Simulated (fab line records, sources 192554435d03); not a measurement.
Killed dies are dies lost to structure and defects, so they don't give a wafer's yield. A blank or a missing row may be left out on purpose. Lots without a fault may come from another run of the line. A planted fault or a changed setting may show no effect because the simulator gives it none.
Split-lot experiment | flow n5_finfet | 7 lots, 21 wafers read, on a route of 1938 steps

THE SPLIT
At N5_BEOL_M0_ETCH_138 (etches SiCN in CH3F/O2, target depth 12 nm, time 31.6 s), the setting bias_w was moved away from the recipe's 75 W on 8 of the 21 wafers read, by -6.7% to +15.9%. The other wafers ran this setting at the recipe's value.

The reading is taken at the split's own step.

THE READING
rf_vpp_V, in V, at N5_BEOL_M0_ETCH_138 (etches SiCN in CH3F/O2, target depth 12 nm, time 31.6 s). Fault-free wafers of this fab line usually give 297.2 V, standard deviation 2 V.

wafer  | tool, chamber at the split | bias_w as run, W | against the recipe | rf_vpp_V, V | against lot-mates on the recipe
L078.2 | rie_diel-05, 0             | 75               | recipe             | 294.2       | -
L078.5 | rie_diel-05, 2             | 75               | recipe             | 295.2       | -
L078.6 | rie_diel-05, 0             | 75               | recipe             | 293.6       | -
L081.1 | rie_diel-01, 2             | 75               | recipe             | 298.0       | -
L081.4 | rie_diel-01, 3             | 86.57            | +15.4%             | 324.4       | +26.4
L081.5 | rie_diel-01, 1             | 86.57            | +15.4%             | 324.7       | +26.7
L083.1 | rie_diel-05, 3             | 75               | recipe             | 297.8       | -
L083.2 | rie_diel-05, 0             | 70               | -6.7%              | 280.7       | -15.8
L083.3 | rie_diel-05, 2             | 75               | recipe             | 295.2       | -
L088.4 | rie_diel-06, 1             | 86.93            | +15.9%             | 326.6       | +32.0
L088.5 | rie_diel-06, 2             | 75               | recipe             | 294.6       | -
L088.6 | rie_diel-06, 3             | 86.93            | +15.9%             | 326.7       | +32.1
L089.2 | rie_diel-05, 0             | 75               | recipe             | 294.6       | -
L089.3 | rie_diel-05, 1             | 80.06            | +6.7%              | 312.6       | +18.0
L089.5 | rie_diel-05, 0             | 80.06            | +6.7%              | 307.0       | +12.4
L090.1 | rie_diel-06, 2             | 75               | recipe             | 293.6       | -
L090.2 | rie_diel-06, 0             | 75               | recipe             | 300.0       | -
L090.4 | rie_diel-06, 2             | 70               | -6.7%              | 282.3       | -14.5
L093.1 | rie_diel-05, 0             | 75               | recipe             | 295.0       | -
L093.2 | rie_diel-05, 3             | 75               | recipe             | 297.7       | -
L093.6 | rie_diel-05, 3             | 75               | recipe             | 296.2       | -

THE FIT
A straight line over all 21 wafers: rf_vpp_V changes by +1.94 V for each +1% of bias_w; r = +0.99; the points scatter about the line by 1.9 V.
The same after taking each lot's own level away (the mean of its wafers on the recipe; 21 wafers): +1.95 V for each +1%; r = +0.99; scatter 2.2 V.
On that fit, the largest move of bias_w shifts the reading by 31 V.
The lots' own levels span 294.33 to 298.00 V, that is 1.8 times the standard deviation above.
So the lot-to-lot level changes the slope little: the two slopes agree.
Check: with one of the wafers moved furthest among these (+15.9%) left out of the fit, the line predicts +30.4 V for it against its lot-mates. It came out at +32 V against them.
Tool readings at the split's step, against how far the setting was moved: rf_vpp_V r = +0.99.

OTHER SPLITS ON THESE WAFERS
These wafers also went through other splits before the reading. Each is held against what the fit with the lots' levels taken away leaves over:
other split on the same wafers   | wafers away from the commonest value | r with rf_vpp_V (lot level and that fit taken away)
N5_BEOL_M0_SAQP_COAT_34 spin_rpm | 5                                    | +0.16

THE FILE'S OWN FIT
rf_vpp_V changes by +1.96 V for each +1% of bias_w, r = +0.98.
